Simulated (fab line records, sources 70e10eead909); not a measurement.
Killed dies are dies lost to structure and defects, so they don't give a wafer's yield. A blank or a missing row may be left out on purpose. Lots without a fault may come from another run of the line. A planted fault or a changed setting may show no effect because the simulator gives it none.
Problem report in the 8D (eight disciplines) form, filled by code | flow nand_harc | the parts of the form that need people (team, actions taken, sign-off) are left out

1. THE PROBLEM
cd_nm at NHARC_A_BLC_CD_MEAS_10 reads a mean of 62.8 nm on 6 wafers of 2 lots; wafers without a fault read 99.9 nm with a standard deviation of 0.65. That is -57 standard deviations from the usual mean.
The step: target cd 100 nm.
First seen on wafer L854.1, day 27 23:46, on cd_sem-01. The record holds 36 wafers of 12 lots with a number at this step. Rule for "out", or "out of limits": more than 4 standard deviations from the usual mean. The other wafers with a number count as sound.

2. WHAT IT IS AND WHAT IT IS NOT
question                    | is                     | is not
which readings at this step | cd_nm                  | -
which lots                  | L854, L856             | L843, L844, L846, L847, L848, L849, L850, L851, L864, L865
which wafers of those lots  | all that have a number | -
read on which gauges        | cd_sem-01, cd_sem-03   | cd_sem-02
when                        | from day 27 23:46      | up to then (24 sound wafers); but 6 sound wafers of L864, L865 came after

3. SUSPECTS, AND WHAT RULES EACH OUT
Counting: a tool at a process step up to the reading stays a suspect if it ran every lot that is out and no sound lot after the first of them.
- the gauge at NHARC_A_BLC_CD_MEAS_10: ruled out. The wafers that are out were read on 2 gauges (cd_sem-01, cd_sem-03).
- har_cap_etch-01 at NHARC_A_CONTACT_ETCH_138 (etches the open film in C4F8/O2/Ar, time 311 s, target depth 1914 nm): ruled out as a lasting fault. Sound lots L864 ran on it after its first lot that is out, L854 (day 27 19:55).
- ald_metal-03 at NHARC_A_CONTACT_ALD_18 (deposits TiN, target thk 3 nm, pulse time 1 s, ald cycles 150): ruled out as a lasting fault. Sound lots L865 ran on it after its first lot that is out, L854 (day 27 21:54).
- litho_track-01 at NHARC_A_BLC_PEB_08 (peb time 65 s): ruled out as a lasting fault. Sound lots L864 ran on it after its first lot that is out, L854 (day 27 23:41).
Left after counting: nothing in the record.

4. THE CAUSE (what the simulator had put in)
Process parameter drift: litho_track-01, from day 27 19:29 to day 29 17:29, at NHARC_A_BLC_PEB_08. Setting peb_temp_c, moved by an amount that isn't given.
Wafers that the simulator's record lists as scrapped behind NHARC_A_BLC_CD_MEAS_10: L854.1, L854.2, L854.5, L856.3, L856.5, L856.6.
Counting ruled it out, wrongly: the rule takes a fault to strike every lot that its tool runs from its start on, and this one did not.

5. THE CHAIN OF EFFECTS, in route order
Each row: a reading whose mean over the struck wafers that have a number lies more than 3 standard deviations from the usual. Only readings for which the record gives a usual standard deviation are gone through. hours: the time from each lot's start at the first step in this table that gives one to its start at this step, as a median over the lots. sigmas: the change in usual standard deviations.
hours | step                   | reading              | usual    | on struck wafers | change | sigmas
0     | NHARC_A_BLC_PEB_08     | heater_power_total_W | 156.5 W  | 138.4            | -18.1  | -43
0     | NHARC_A_BLC_PEB_08     | plate_temp_C         | 100.03 C | 91.62            | -8.41  | -60
0     | NHARC_A_BLC_CD_MEAS_10 | cd_nm                | 99.9 nm  | 62.8             | -37.1  | -57
The process steps in it:
- NHARC_A_BLC_PEB_08: peb time 65 s.

6. WHAT WOULD HAVE CAUGHT IT SOONER
In this record the first reading out of limits at a measuring or inspecting step was taken at day 27 23:46, 4 hours after the fault began at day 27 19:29.
The tool's own readings at NHARC_A_BLC_PEB_08 were out on every struck wafer that the step has a row for (heater_power_total_W, plate_temp_C): an alarm limit on them would have fired on the first of those.
